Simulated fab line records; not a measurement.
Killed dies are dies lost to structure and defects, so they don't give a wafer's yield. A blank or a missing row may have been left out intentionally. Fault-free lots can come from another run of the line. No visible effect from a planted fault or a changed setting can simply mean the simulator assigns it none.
A struck lot beside a sound one -- flow n5 finfet -- 41 steps out of a route of 1938
Sound: the wafers L652.1, L652.4, L652.6. Struck: wafer L668.4 (left out: L668.1, L668.6 of the same lot, which were not struck); the cause appears at the end.
Per side, at each step with rows, come the tool, then ch with its chambers, and then its first start. Under that, the readings that differ: sound wafers -- struck wafers -- difference of the means -- sigmas: that difference in standard deviations of wafers without a fault.
alike: readings with means less than 2 such deviations apart, plus words and numbers identical on both sides. not compared: withheld readings, readings lacking a value on some wafer, bounds such as >300 that could conceal the same value, and numbers that have no deviation in the record and whose values overlap.
A row with sigmas, a row that says differs or no value, or rows on one side alone: a step with any of these is where the two part. When numbers do not overlap yet have no deviation, they are printed without sigmas and do not part them. A reading that every wafer of one side lacks parts them only if that side has two wafers or more.

first, 10 steps without rows for these wafers: N5_BEOL_M1_SURFACE_TREAT_85; N5_BEOL_M1_CVD_47 (deposits Co from CCTBA/H2, target thk 3 nm, time 223.8 s); N5_BEOL_M1_SPUTTER_48 (material Cu, target thk 4.5 nm, time 8.29 s); N5_BEOL_M1_ANNEAL_49 (time 240 s); N5_BEOL_M1_SPUTTER_79 (material Cu, target thk 4.5 nm, time 8.29 s); N5_BEOL_M1_ANNEAL_80 (time 240 s); N5_BEOL_M1_SPUTTER_81 (material Cu, target thk 4.5 nm, time 8.29 s); N5_BEOL_M1_ANNEAL_82 (time 240 s); N5_BEOL_M1_SPUTTER_86 (material Cu, target thk 4.5 nm, time 8.29 s); N5_BEOL_M1_ANNEAL_87 (time 240 s).
N5_BEOL_M1_SPUTTER_88: material Cu, target thk 4.5 nm, time 8.29 s.
  sound on pvd sputter-01, day 7 05:52; struck on pvd sputter-01, day 10 18:26
  alike: chuck gas flow sccm, substrate temp c, throttle valve pct
then, 1 step without rows for these wafers: N5_BEOL_M1_ANNEAL_89 (time 240 s).
N5_BEOL_M1_SPUTTER_90: material Cu, target thk 4.5 nm, time 8.29 s.
  sound on pvd sputter-01, day 7 06:05; struck on pvd sputter-01, day 10 18:39
  alike: chuck gas flow sccm, substrate temp c, throttle valve pct
then, 9 steps without rows for these wafers: N5_BEOL_M1_ANNEAL_91 (time 240 s); N5_BEOL_M1_SPUTTER_92 (material Cu, target thk 4.5 nm, time 8.29 s); N5_BEOL_M1_ANNEAL_93 (time 240 s); N5_BEOL_M1_SPUTTER_94 (material Cu, target thk 4.5 nm, time 8.29 s); N5_BEOL_M1_ANNEAL_95 (time 240 s); N5_BEOL_M1_SPUTTER_96 (material Cu, target thk 4.5 nm, time 8.29 s); N5_BEOL_M1_ECD_50 (material Cu, target thk 300 nm); N5_BEOL_M1_ANNEAL_51 (time 90 s); N5_BEOL_M1_CMP_52 (polishes, stops on SiOC, t overpolish 6.8 s, target thk 40 nm).
N5_BEOL_M1_PRE_CLEAN_60: time 15 s.
  sound on cvd co-01 ch 0,2, day 7 07:34; struck on cvd co-01 ch 0, day 10 20:08
  alike: heater power w
then, 2 steps without rows for these wafers: N5_BEOL_M1_CO_CAP_55 (material Co, precursor CCTBA/H2, target thk 2 nm, time 102.1 s); N5_BEOL_M1_PRE_CLEAN_56 (time 15 s).
N5_BEOL_M1_DEP_57: deposits SiCN from 3MS/NH3, target thk 8 nm, time 14 s.
  sound on pecvd-03 ch 0,2, day 7 07:43; struck on pecvd-04 ch 0, day 10 20:17
  alike: showerhead plenum p Torr, showerhead vpp V, throttle valve pct
N5_BEOL_M1_RS_MEAS_58: measurement is done with a four-point probe.
  sound on film metro-02, day 7 07:47; struck on film metro-02, day 10 20:21
  alike: M1_RS
then, 1 step without rows for these wafers: N5_BEOL_M2_ILD_DEP_00 (deposits SiOC from DEMS/O2, target thk 79 nm, time 15.3 s).
N5_BEOL_M2_THK_MEAS_01:
  sound on film metro-02, day 7 07:55; struck on film metro-02, day 10 20:29
  alike: M2_ILD_THK
N5_BEOL_M2_PECVD_72: deposits SiO2 from TEOS/O2, target thk 16 nm, time 18 s.
  sound on pecvd-02 ch 1,2, day 7 07:58; struck on pecvd-04 ch 2, day 10 20:31
  alike: heater power w, showerhead plenum p Torr, showerhead vpp V, throttle valve pct
N5_BEOL_M2_HM_DEP_02: deposits TiN, target thk 20 nm.
  sound on pvd sputter-01, day 7 10:01; struck on pvd sputter-03, day 10 20:36
  alike: substrate temp c, throttle valve pct
then, 9 steps without rows for these wafers: N5_BEOL_M2_COAT_61 (time 60 s, resist thk 60 nm); N5_BEOL_M2_COAT_62 (time 60 s, resist thk 12 nm); N5_BEOL_M2_COAT_73 (time 60 s, resist thk 5 nm); N5_BEOL_M2_COAT_05 (resist thk 30 nm); N5_BEOL_M2_EBR_07; N5_BEOL_M2_SOFTBAKE_06 (time 60 s); N5_BEOL_M2_EXPOSE_08 (exposes mask M2); N5_BEOL_M2_PEB_09 (peb time 60 s); N5_BEOL_M2_DEVELOP_10 (develop time 30 s).
-- the record jumps here: 8 days lie between the struck wafers' starts before and after (it left off in module BEOL_M2 and takes up again in module PASSIVATION, whose first step shown is number 1936 of the route) --
N5_PASSIVATION_PROBE_49:
  sound on prober-01, day 14 09:32; struck on prober-01, day 18 17:05
reading,sound,struck,difference,sigmas
defect limited yield (%),92.9 90.8 91.6,85.3,-6.5,-5
killed_at_M0_to_M3,32 57 38,118,+76,+7
killed dies,84 109 99,174,+77,+5
killed on rim,7 14 12,29,+18,+5
sort_bin_5_function (%),3.9 4.8 5.4,8.5,+3.8,+4
sort n pass,1096 1071 1081,1006,-77,-5
sort yield pct (%),92.9 90.8 91.6,85.3,-6.5,-5
  alike: killed_at_M4_up, killed at contacts, killed at front end, killed at other, killed open, killed short, sort_bin_6_memory, sort_bin_8_speed

WHERE THEY PART
At N5_PASSIVATION_PROBE_49 and nowhere else, as far as this record goes.

WHY: the cause the simulator had injected
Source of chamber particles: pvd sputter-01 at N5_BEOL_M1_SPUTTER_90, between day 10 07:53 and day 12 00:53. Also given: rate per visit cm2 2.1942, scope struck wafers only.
